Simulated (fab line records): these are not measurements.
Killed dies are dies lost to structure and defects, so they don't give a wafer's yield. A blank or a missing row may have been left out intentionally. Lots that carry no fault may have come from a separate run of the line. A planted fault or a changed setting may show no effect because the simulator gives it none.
Comparing a struck lot with a sound one    flow n5Finfet    21 steps out of a route of 1938
Sound: these wafers, L403.1, L403.4, L403.5. Wafers struck: L410.3, L410.4, L410.5. The cause is given at the end.
Each step with rows lists, per side, the tool, then ch with its chambers, then its first start. Under that, the readings that differ: sound wafers    struck wafers    difference of the means    sigmas: that difference in standard deviations of wafers without a fault.
alike: words and numbers the same on both sides, and readings whose means are apart by under 2 such deviations; not compared: readings that were withheld, readings missing a value for some wafer, numbers with overlapping values and no deviation given by the record, and bounds like >300 which may hide the same value.
Wherever a step has rows on one side only, a row that says differs or no value, or a row with sigmas, the two part there. Numbers that don't overlap but have no deviation are shown without sigmas and don't part them. A reading missing from all wafers of one side parts the sides only when that side holds two or more wafers.

N5_BEOL_M8_ETCH_62: etches SOC in N2/H2, target depth 110 nm, overetch 22 nm, time 165 s.
  sound on rieDiel-04 ch 0,2, day 10 16:28; struck on rieDiel-05 ch 0,2, day 12 15:23
reading                       sound              struck             difference  sigmas
oesProductAu (a.u.)           0.83 0.74 0.74     0.58 0.63 0.58     -0.17       -3
rfVppV (V)                    525.6 525.7 525.3  518.3 516.3 520.1  -7.3        -3
showerheadPlenumPTorr (Torr)  2.57 2.59 2.59     2.42 2.34 2.42     -0.19       -2
throttleValvePct (%)          17.67 17.49 17.48  18.12 18.39 18.13  +0.67       +3
  alike: drypumpMotorCurrentA
  not compared: rfHoursCounterH
then, 1 step without rows for these wafers: N5_BEOL_M8_STRIP_68 (strips in N2/H2).
N5_BEOL_M8_STRIP_67: strips in CF4.
  sound on rieDiel-04 ch 0,2, day 10 16:37; struck on rieDiel-05 ch 0,2, day 12 15:31
reading                       sound              struck             difference  sigmas
drypumpMotorCurrentA (A)      5.7 6.0 6.0        4.9 5.7 4.8        -0.8        -2
oesProductAu (a.u.)           0.98 0.87 0.88     0.68 0.75 0.68     -0.21       -3
rfVppV (V)                    272.4 271.3 271.7  268.1 267.9 269.6  -3.3        -2
showerheadPlenumPTorr (Torr)  1.83 1.80 1.80     1.73 1.65 1.73     -0.11       -2
throttleValvePct (%)          13.49 13.17 13.16  13.99 14.00 13.98  +0.72       +3
  not compared: rfHoursCounterH
N5_BEOL_M8_HM_OPEN_17: chemistry Cl2/BCl3, target TiN, target depth 20 nm, overetch 6 nm.
  sound on rieMetal-02 ch 0,1, day 10 16:39; struck on rieMetal-03 ch 0,1, day 12 15:36
  alike: drypumpMotorCurrentA, oesProductAu, throttleValvePct
  not compared: rfHoursCounterH
N5_BEOL_M8_STRIP_19: strips in O2.
  sound on rieDiel-04 ch 0,3, day 10 16:46; struck on rieDiel-01 ch 0,1,2, day 12 15:49
  alike: drypumpMotorCurrentA, oesProductAu, rfVppV, showerheadPlenumPTorr, throttleValvePct
  not compared: rfHoursCounterH
N5_BEOL_M8_CD_MEAS_18: pitch 80 nm, target cd 40 nm.
  sound on cdSem-01 at day 10 16:50; struck on cdSem-03 at day 12 15:53
  alike: cdNm
then, 6 steps without rows for these wafers: N5_BEOL_M8_COAT_63 (time 60 s, resist thk 60 nm); N5_BEOL_M8_COAT_64 (time 60 s, resist thk 12 nm); N5_BEOL_M8_COAT_71 (time 60 s, resist thk 5 nm); N5_BEOL_M8_COAT_22 (resist thk 30 nm); N5_BEOL_M8_EBR_24; N5_BEOL_M8_SOFTBAKE_23 (time 60 s).
N5_BEOL_M8_EXPOSE_25: exposes mask V7, target cd 40 nm.
  sound on euvScanner-01 ch 0, day 10 17:53; struck on euvScanner-02 ch 0, day 12 16:56
reading            sound              struck             difference  sigmas
exposureDoseMJCm2  42.48 42.47 42.43  43.02 42.98 43.02  +0.55       +10
  alike: mask
then, 2 steps without rows for these wafers: N5_BEOL_M8_PEB_26 (peb time 60 s); N5_BEOL_M8_DEVELOP_27 (develop time 30 s).
N5_BEOL_M8_CD_MEAS_28: target cd 40 nm.
  sound on cdSem-03 ch 0, day 10 18:01; struck on cdSem-01 ch 0, day 12 17:03
  alike: cdNm
N5_BEOL_M8_OVL_MEAS_29:
  sound on overlay-02 ch 0, day 10 18:02; struck on overlay-02 ch 0, day 12 17:05
  alike: V7_OVL
N5_BEOL_M8_INSPECT_30: inspects for defects (brightfield).
  sound on defectInspect-01 at day 10 18:06; struck on defectInspect-02 at day 12 17:19
  alike: rawDefectCount
N5_BEOL_M8_DESCUM_33: chemistry O2, time 7 s.
  sound on rieDiel-04 ch 1,2, day 10 18:21; struck on rieDiel-05 ch 0,1,2, day 12 17:21
reading                       sound              struck             difference  sigmas
oesProductAu (a.u.)           0.97 1.00 1.00     0.75 0.74 0.69     -0.26       -3
rfVppV (V)                    243.1 244.9 248.0  242.3 241.0 241.4  -3.8        -2
showerheadPlenumPTorr (Torr)  2.12 2.20 2.20     2.02 1.92 1.95     -0.21       -2
  alike: drypumpMotorCurrentA, throttleValvePct
  not compared: rfHoursCounterH, model.BEOL_M8.cdNm
N5_BEOL_M8_ETCH_72: etches underlayer in N2/H2, target depth 6.5 nm, time 5.2 s.
  sound on rieDiel-04 ch 1,2, day 10 18:23; struck on rieDiel-05 ch 0,1,2, day 12 17:23
reading                       sound           struck          difference  sigmas
oesProductAu (a.u.)           0.80 0.80 0.82  0.64 0.62 0.58  -0.19       -3
rfVppV (V)                    527 529 530     519 519 520     -9          -3
showerheadPlenumPTorr (Torr)  2.57 2.73 2.73  2.46 2.34 2.42  -0.27       -2
  alike: drypumpMotorCurrentA, etchRfOnTimeS, throttleValvePct
  not compared: rfHoursCounterH, model.BEOL_M8.cdNm
N5_BEOL_M8_ETCH_65: etches SiARC in CF4, target depth 15.6 nm, time 26 s.
  sound on rieDiel-04 ch 1,2, day 10 18:24; struck on rieDiel-05 ch 0,1,2, day 12 17:24
reading                       sound           struck          difference  sigmas
oesProductAu (a.u.)           0.81 0.80 0.81  0.65 0.64 0.59  -0.18       -2
showerheadPlenumPTorr (Torr)  2.20 2.27 2.27  2.07 1.97 2.04  -0.22       -3
  alike: drypumpMotorCurrentA, etchRfOnTimeS, rfVppV, throttleValvePct
  not compared: rfHoursCounterH

WHERE THEY PART
Last at N5_BEOL_M8_ETCH_65 as far as this record goes, first at N5_BEOL_M8_ETCH_62.

WHY: the cause the simulator had injected
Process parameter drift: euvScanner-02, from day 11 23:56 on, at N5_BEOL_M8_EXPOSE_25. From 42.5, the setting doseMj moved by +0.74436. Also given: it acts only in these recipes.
